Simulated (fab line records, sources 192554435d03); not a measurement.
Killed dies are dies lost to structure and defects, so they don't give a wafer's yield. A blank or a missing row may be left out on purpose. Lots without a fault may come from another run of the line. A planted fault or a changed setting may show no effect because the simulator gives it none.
Which tool did it? | flow n5_finfet | 9 lots, 27 wafers sampled, at 2 steps of a route of 1938

WHAT THE GAUGES READ, wafer by wafer
N5_BEOL_M2_INSPECT_30: inspects for defects (brightfield).
lot  | measured     | on                | raw_defect_count
L412 | day 7 04:07  | defect_inspect-01 | 558 378 464
L413 | day 7 07:07  | defect_inspect-02 | 375 402 396
L416 | day 8 01:27  | defect_inspect-02 | 431 408 296
L417 | day 8 06:39  | defect_inspect-02 | 430 426 704
L418 | day 8 23:49  | defect_inspect-01 | 285 382 410
L422 | day 9 17:51  | defect_inspect-02 | 264 318 296
L427 | day 10 23:38 | defect_inspect-02 | 591 1855 1766
L431 | day 11 18:57 | defect_inspect-01 | 683 514 453
L433 | day 12 16:39 | defect_inspect-01 | 487 417 419

WHICH TOOL RAN EACH LOT (tool, then ch and the chambers of the sampled wafers, then the start)
lot  | N5_BEOL_M2_ETCH_64
L412 | rie_diel-06 ch 0,1,2, day 7 03:17
L413 | rie_diel-01 ch 0,1,2, day 7 06:20
L416 | rie_diel-01 ch 0,1, day 8 00:41
L417 | rie_diel-01 ch 0,1,2, day 8 05:53
L418 | rie_diel-06 ch 1,2,3, day 8 22:56
L422 | rie_diel-06 ch 2,3, day 9 16:53
L427 | rie_diel-06 ch 1,2, day 10 22:44
L431 | rie_diel-02 ch 0,1,2, day 11 18:03
L433 | rie_diel-02 ch 0,2, day 12 15:53
- N5_BEOL_M2_ETCH_64: etches SOC in N2/H2, target depth 75 nm, overetch 22.5 nm, time 121.9 s.

THE ANSWER, worked out from the rows above alone
Rule: what is usual is taken from the lots themselves. Put in order of their means at a reading, lots are off if they are a third of the lots or fewer, leave a main group of 4 or more, and stand apart from it by a gap of 3 or more times the standard deviation of the main group's means; of several such gaps the widest counts. A main group whose means are all the same, to the digits that the tables above print for the reading, isn't used. A lot without any number at a reading at which 4 lots or more have one is off too. The other lots that the step has rows for count as sound.
Off: L427, at N5_BEOL_M2_INSPECT_30 (raw_defect_count). The main group: mean 425, standard deviation 81.
A tool fits if, at a process step before that reading, it ran every lot that is off, and no sound lot after the first of them. The gauges at N5_BEOL_M2_INSPECT_30 are tried like those tools. Can't be told from this: 2 tools fit, rie_diel-06 at N5_BEOL_M2_ETCH_64, defect_inspect-02 at N5_BEOL_M2_INSPECT_30.

WHAT THE SIMULATOR HAD PUT IN
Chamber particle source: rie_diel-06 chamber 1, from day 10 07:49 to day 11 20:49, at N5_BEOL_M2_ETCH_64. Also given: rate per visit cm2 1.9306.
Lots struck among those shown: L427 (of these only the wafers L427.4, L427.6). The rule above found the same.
